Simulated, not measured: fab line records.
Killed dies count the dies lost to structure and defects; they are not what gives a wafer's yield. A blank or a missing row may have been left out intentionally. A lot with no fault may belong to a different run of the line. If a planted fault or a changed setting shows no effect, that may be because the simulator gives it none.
fab line records	flow nand_harc
[record] lots = 12	wafers = 36	last_day = 34
route steps=1302 shown A_CONTACT@997
lots with no fault: from the same line, run without faults
start_h: hours from the record's first day to the start of the lot's first wafer shown	wait_h: how many hours have passed since the lot's step before this one	" unchanged from the row above	L1.1+2: a row that stands for several wafers	- no value, or no start given	* or withheld: withheld	< > ~ a bound
route shown NAME@n: NAME is a module with steps in the file, n the number in the route of the first one	usual: mean/standard deviation of fault-free wafers	same: alike in all rows	chamber/n: place in a boat	sites: per-site readings	_std_site: the values' standard deviation	_edge_site: inner sites' mean taken away from outer sites' mean	radius_mm: how far each site lies from the wafer's centre	mask NAME#n: copy n	behind: the tool/chamber that last shaped the wafer	hold: why the lot went on hold/how many hours it stayed there/how the hold came to an end	device: transistor that didn't switch, given as n, p or np	end of line: tests of these same wafers at the route's end	a step without rows: its recipe alone	killed: the dies lost at the first sort to structure and to defects; this is not the yield of the wafer	map: dies across one wafer; x = killed, . = not, _ = none there
set.NAME: setting as actually run; set.NAME@STEP: the setting as run at that earlier step	model.NAME: the simulator's own value behind a step, which no gauge read
route steps across a sampled set of lots; one table per step, one row per wafer
services: a tool's chamber out of use, with start hour (start_h, from the record's first day; less than 0 if before it), hours out, and reason
[[steps]]
[step NHARC_A_CONTACT_CD_MEAS_42]
[recipe] target_cd_nm = 300	landing_energy_ev = 500
[usual] cd_nm = 300.2/0.72
lot.wafer	tool	chamber	start_h	wait_h	cd_nm
L748.1	cd_sem-01	0	504.88	-	299.3
L748.3	"	0	"	"	298.6
L748.6	"	0	"	"	300.1
L750.1	cd_sem-01	0	506.71	-	299.7
L750.3	"	0	"	"	299.4
L750.5	"	0	"	"	299.2
L753.3	cd_sem-01	0	541.42	-	301.0
L753.5	"	0	"	"	299.9
L753.6	"	0	"	"	300.5
L756.2	cd_sem-02	0	574.67	-	299.2
L756.3	"	0	"	"	299.5
L756.5	"	0	"	"	300.9
L758.2	cd_sem-02	0	588.82	-	300.6
L758.5	"	0	"	"	301.4
L758.6	"	0	"	"	299.9
L764.3	cd_sem-03	0	636.74	-	300.1
L764.5	"	0	"	"	301.5
L764.6	"	0	"	"	301.0
L766.1	cd_sem-02	0	656.99	-	300.4
L766.3	"	0	"	"	299.9
L766.4	"	0	"	"	299.4
L765.1	cd_sem-01	0	659.43	-	300.8
L765.2	"	0	"	"	301.3
L765.5	"	0	"	"	301.5
L768.2	cd_sem-02	0	684.18	-	299.8
L768.3	"	0	"	"	301.3
L768.4	"	0	"	"	300.8
L767.1	cd_sem-02	0	684.61	-	299.5
L767.2	"	0	"	"	298.7
L767.6	"	0	"	"	300.5
L770.1	cd_sem-02	0	728.05	-	301.4
L770.4	"	0	"	"	299.2
L770.6	"	0	"	"	301.5
L771.1	cd_sem-03	0	740.27	-	300.1
L771.3	"	0	"	"	301.0
L771.5	"	0	"	"	301.7
[step NHARC_A_CONTACT_ETCH_49]
[recipe] target_depth_a = 2600	over_etch_frac = 0.3	time_s = 475.3	ion_energy_ev = 200	n2_flow_sccm = 150	h2_flow_sccm = 150	ar_flow_sccm = 0	rf_w = 400	bias_w = 150	chemistry = N2/H2
[usual] chamber_pressure_mTorr = 29.999/0.027	drypump_motor_current_A = 5.7/0.4	oes_product_au = 1.002/0.013	over_etch_frac = 0.3/0	rf_vpp_V = 431.9/2.7	showerhead_plenum_p_Torr = 2.09/0.091	throttle_valve_pct = 14.171/0.0081
lot.wafer	tool	chamber	start_h	wait_h	chamber_pressure_mTorr	drypump_motor_current_A	oes_product_au	over_etch_frac	rf_hours_counter_h	rf_vpp_V	showerhead_plenum_p_Torr	throttle_valve_pct
L748.3	rie_diel-03	1	505.24	-	30.018	5.8	1.017	0.3	3	427.5	1.95	14.171
L748.1	"	0	"	"	30.014	5.5	1.012	0.3	5	436.6	2.22	14.164
L748.6	"	2	"	"	30.034	6.3	1.003	0.3	-	432.0	2.07	14.171
L750.3	rie_diel-10	3	507.07	-	30.044	5.9	1.013	0.3	32	436.1	2.21	14.167
L750.1	"	1	"	"	29.991	5.2	0.992	0.3	15	433.2	2.07	14.175
L750.5	"	3	"	"	30.009	5.9	1.005	0.3	-	434.7	2.21	14.153
L753.3	rie_diel-03	0	541.89	-	30.000	5.5	0.999	0.3	13	434.4	2.21	14.165
L753.6	"	3	"	"	29.945	5.0	1.016	0.3	-	433.9	2.15	14.162
L753.5	"	0	"	"	29.993	5.5	0.999	0.3	-	433.6	2.21	14.172
L756.3	rie_diel-03	1	575.07	-	29.992	5.8	1.013	0.32319	16	427.4	1.94	14.182
L756.2	"	2	"	"	29.978	6.3	1.005	0.3	16	431.4	2.07	14.178
L756.5	"	1	"	"	30.005	5.8	1.018	0.32319	-	427.0	1.94	14.149
L758.2	rie_diel-03	2	589.24	-	29.944	6.3	1.010	0.3	19	429.4	2.07	14.168
L758.5	"	0	"	"	29.990	5.5	0.996	0.3	-	435.0	2.21	14.155
L758.6	"	1	"	"	30.056	5.7	1.026	0.32319	-	430.5	1.94	14.164
L764.3	rie_diel-10	3	637.17	-	29.988	5.9	1.007	0.3	10	435.7	2.19	14.173
L764.6	"	1	"	"	30.033	5.2	0.999	0.3	-	431.6	2.05	14.162
L764.5	"	2	"	"	29.993	5.7	1.002	0.3	-	430.1	1.99	14.179
L766.3	rie_diel-03	2	657.39	-	29.996	6.3	1.008	0.3	4	431.3	2.06	14.164
L766.1	"	3	"	"	29.954	4.9	1.010	0.3	3	433.0	2.14	14.171
L766.4	"	0	"	"	29.993	5.5	0.998	0.3	2	435.0	2.21	14.178
L765.2	rie_diel-11	2	659.79	-	30.007	6.1	0.991	0.3	9	433.0	2.15	14.174
L765.1	"	1	"	"	30.043	5.5	0.999	0.3	12	434.4	2.17	14.169
L765.5	"	3	"	"	29.974	6.0	1.010	0.3	-	429.7	2.01	14.173
L768.4	rie_diel-03	2	684.57	-	30.004	6.3	0.995	0.3	10	431.5	2.06	14.164
L768.2	"	3	"	"	30.055	4.9	1.008	0.3	8	433.4	2.14	14.184
L768.3	"	0	"	"	30.045	5.4	1.005	0.3	7	434.1	2.21	14.168
L767.2	rie_diel-11	1	684.97	-	29.976	5.5	0.988	0.3	23	434.7	2.17	14.169
L767.1	"	0	"	"	29.999	5.6	0.974	0.3	22	432.1	2.10	14.177
L767.6	"	2	"	"	30.026	6.1	0.991	0.3	-	432.6	2.15	14.168
L770.1	rie_diel-03	1	728.54	-	29.967	5.8	0.986	0.3	14	427.0	1.94	14.170
L770.6	"	3	"	"	29.975	5.0	1.014	0.3	-	433.5	2.14	14.175
L770.4	"	1	"	"	30.026	5.8	0.993	0.3	-	427.3	1.94	14.178
L771.1	rie_diel-11	2	740.70	-	30.011	6.2	0.990	0.3	37	432.9	2.14	14.169
L771.3	"	3	"	"	30.046	6.1	1.018	0.3	41	428.9	2.00	14.176
L771.5	"	0	"	"	29.964	5.6	0.990	0.3	-	432.5	2.10	14.167
[step NHARC_A_CONTACT_ETCH_111]
[recipe] source_w = withheld	pressure_mtorr = 20	bias_v = withheld	time_s = 140	target_depth_a = 7000	ar_flow_sccm = withheld	c4f8_flow_sccm = withheld	o2_flow_sccm = withheld	chemistry = C4F8/O2/Ar
[usual] chamber_pressure_mTorr = 19.999/0.019
lot.wafer	tool	chamber	start_h	wait_h	chamber_pressure_mTorr	rf_hours_counter_h
L748.1	har_cap_etch-03	0	507.02	-	19.981	38
L748.3	"	0	"	"	19.982	-
L748.6	"	1	"	"	19.965	-
L750.1	har_cap_etch-02	1	508.75	-	20.025	84
L750.3	"	0	"	"	19.977	-
L750.5	"	1	"	"	20.019	-
L753.3	har_cap_etch-01	0	543.55	-	20.003	-
L753.5	"	0	"	"	19.958	-
L753.6	"	1	"	"	20.005	-
L756.2	har_cap_etch-01	1	576.68	-	19.987	10
L756.3	"	1	"	"	19.988	-
L756.5	"	0	"	"	19.987	-
L758.2	har_cap_etch-02	0	591.18	-	20.035	101
L758.5	"	0	"	"	19.992	-
L758.6	"	1	"	"	20.010	-
L764.3	har_cap_etch-03	0	638.85	-	20.002	-
L764.5	"	1	"	"	20.038	-
L764.6	"	0	"	"	20.015	-
L766.1	har_cap_etch-01	0	659.03	-	19.989	25
L766.3	"	1	"	"	20.023	-
L766.4	"	0	"	"	19.948	-
L765.1	har_cap_etch-03	1	661.43	-	20.001	70
L765.2	"	0	"	"	19.989	70
L765.5	"	0	"	"	19.978	-
L768.2	har_cap_etch-01	0	686.22	-	20.037	30
L768.4	"	1	"	"	20.003	-
L768.3	"	0	"	"	19.991	-
L767.2	har_cap_etch-03	1	686.62	-	20.006	76
L767.1	"	0	"	"	19.997	76
L767.6	"	0	"	"	20.019	-
L770.1	har_cap_etch-01	0	730.44	-	20.014	37
L770.4	"	0	"	"	20.021	-
L770.6	"	1	"	"	19.976	-
L771.1	har_cap_etch-02	0	742.77	-	19.985	126
L771.3	"	0	"	"	19.957	-
L771.5	"	0	"	"	20.021	-
[step NHARC_A_CONTACT_ETCH_116]
[recipe] source_w = withheld	pressure_mtorr = 20	bias_v = 3000	time_s = 190	target_depth_a = 18500	ar_flow_sccm = withheld	c4f8_flow_sccm = withheld	o2_flow_sccm = withheld	chemistry = C4F8/O2/Ar
[usual] chamber_pressure_mTorr = 19.999/0.017
lot.wafer	tool	chamber	start_h	wait_h	chamber_pressure_mTorr	rf_hours_counter_h
L748.1	har_cap_etch-03	0	507.90	0.1	19.984	39
L748.3	"	0	"	"	20.010	-
L748.6	"	1	"	"	20.016	-
L750.1	har_cap_etch-02	1	509.63	0.1	19.992	84
L750.3	"	0	"	"	20.008	-
L750.5	"	1	"	"	20.010	-
L753.3	har_cap_etch-01	0	544.43	0.1	19.986	-
L753.5	"	0	"	"	19.982	-
L753.6	"	1	"	"	19.988	-
L756.2	har_cap_etch-01	1	577.58	0.1	19.990	11
L756.3	"	1	"	"	19.990	-
L756.5	"	0	"	"	19.971	-
L758.2	har_cap_etch-02	0	592.36	0.2	19.977	101
L758.5	"	0	"	"	20.030	-
L758.6	"	1	"	"	19.999	-
L764.3	har_cap_etch-03	0	639.71	0.1	20.012	-
L764.5	"	1	"	"	20.015	-
L764.6	"	0	"	"	20.001	-
L766.1	har_cap_etch-01	0	659.91	0.1	19.987	26
L766.3	"	1	"	"	19.999	-
L766.4	"	0	"	"	20.053	-
L765.1	har_cap_etch-03	1	662.32	0.1	19.995	71
L765.2	"	0	"	"	19.991	71
L765.5	"	0	"	"	20.008	-
L768.2	har_cap_etch-01	0	687.09	0.1	20.000	31
L768.4	"	1	"	"	19.977	-
L768.3	"	0	"	"	19.989	-
L767.2	har_cap_etch-03	1	687.51	0.1	19.982	76
L767.1	"	0	"	"	19.996	76
L767.6	"	0	"	"	19.978	-
L770.1	har_cap_etch-01	0	731.32	0.1	20.044	37
L770.4	"	0	"	"	19.984	-
L770.6	"	1	"	"	19.994	-
L771.1	har_cap_etch-02	0	743.65	0.1	20.017	127
L771.3	"	0	"	"	20.025	-
L771.5	"	0	"	"	20.007	-
[[services]]
tool	chamber	start_h	hours	kind
rie_diel-03	0	491.83	-	clean
rie_diel-03	1	491.83	-	clean
rie_diel-03	2	491.83	-	clean
rie_diel-03	3	491.83	-	clean
har_cap_etch-01	-	497.00	17.0	pm
har_cap_etch-01	0	497.00	17.0	vent_cycle
har_cap_etch-01	1	497.00	17.0	vent_cycle
har_cap_etch-01	0	514.00	-	clean
har_cap_etch-01	1	514.00	-	clean
rie_diel-03	0	516.33	-	clean
rie_diel-03	1	516.33	-	clean
rie_diel-11	0	520.39	3.2	repair
rie_diel-03	2	530.60	5.0	repair
har_cap_etch-02	-	587.83	0.1	repair
rie_diel-10	-	596.86	9.0	pm
rie_diel-11	-	609.89	9.0	pm
rie_diel-03	-	635.30	9.0	pm
rie_diel-11	-	640.23	0.9	repair
rie_diel-11	2	649.12	6.7	repair
rie_diel-03	3	662.92	3.0	repair
rie_diel-11	2	673.69	7.5	repair
rie_diel-11	3	714.27	8.0	repair
rie_diel-03	2	723.60	6.0	repair
rie_diel-10	3	734.25	3.3	repair
[[key]]
[first_sign] step = NHARC_A_CONTACT_ETCH_49	reading = over_etch_frac	direction = up	sigmas = 99+	usual = 0.3	struck = 0.32319
effect none on later readings
met_at NHARC_A_CONTACT_ETCH_49
struck_lots L756,L758
struck_wafers L756.3,L756.5,L758.6
tester_left_out L756,L758
not_acting_at NHARC_A_CONTACT_CD_MEAS_42,NHARC_A_CONTACT_ETCH_111,NHARC_A_CONTACT_ETCH_116
onset_between 505.24 575.07
[fault] kind = process_parameter_drift	tool = rie_diel-03	chamber = 1	onset_h = 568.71	steps = NHARC_A_CONTACT_ETCH_49	channel = over_etch_frac	offset = 0.023185	shape = step	end_h = 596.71	acts_in = these_recipes_only	stated = 0.3
// tester_left_out: of these lots the tester's yield and bins aren't shown, on N5 and GAA mostly nor the transistor test; their killed dies are dies lost to structure and defects alone, not to doping, threshold or leakage, so they don't give the yield
